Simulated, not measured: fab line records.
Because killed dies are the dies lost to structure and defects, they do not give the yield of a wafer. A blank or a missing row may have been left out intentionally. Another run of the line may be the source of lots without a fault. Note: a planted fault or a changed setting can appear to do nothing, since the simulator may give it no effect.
Matching of chambers | flow n5Finfet | N5_SDB_CMP_30 on cmp-03: 4 sister chambers
The step polishes, stops on poly-Si, t overpolish 1.54 s, target thk 30 nm. 4 wafers are shown with their chamber, then 7 later ones without.

== WAFERS WITH THEIR CHAMBER ==
wafer  | chamber | motorCurrentA (A)
L086.3 | 0       | 11.4
L088.5 | 1       | 12.5
L089.2 | 3       | 12.8
L089.3 | 2       | 8.9

== WAFERS MISSING THEIR CHAMBER ==
wafer  | motorCurrentA (A)
L089.5 | 13.1
L091.1 | 13.1
L091.2 | 12.9
L091.3 | 12.0
L094.1 | 13.2
L094.5 | 13.0
L094.6 | 11.3

== EACH ONE'S CHAMBER ==
wafer  | from the rows above          | in truth
L089.5 | can't be placed: 3 or 1      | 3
L091.1 | can't be placed: 3 or 1      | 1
L091.2 | can't be placed: 3 or 1      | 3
L091.3 | can't be placed: 1 or 0 or 3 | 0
L094.1 | can't be placed: 3 or 1      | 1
L094.5 | can't be placed: 3 or 1      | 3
L094.6 | 0                            | 0
1 of 7 placed correctly. From these rows, 6 cannot be placed; in 6 the true chamber is one of the candidates. 0 placed wrongly.
How it was worked out, from the rows above alone: a wafer's distance from a chamber is the root of the sum, over the readings, of the square of ((its reading less the chamber's mean) divided by the reading's scatter). The wafer belongs to the nearest chamber; if the next one is less than 2 further off, it can't be placed. For every chamber, the mean is computed from those of its wafers that are shown. The scatter (one wafer shown for each chamber): square how far every hidden wafer sits from the nearest shown wafer, average those squares and take the square root.
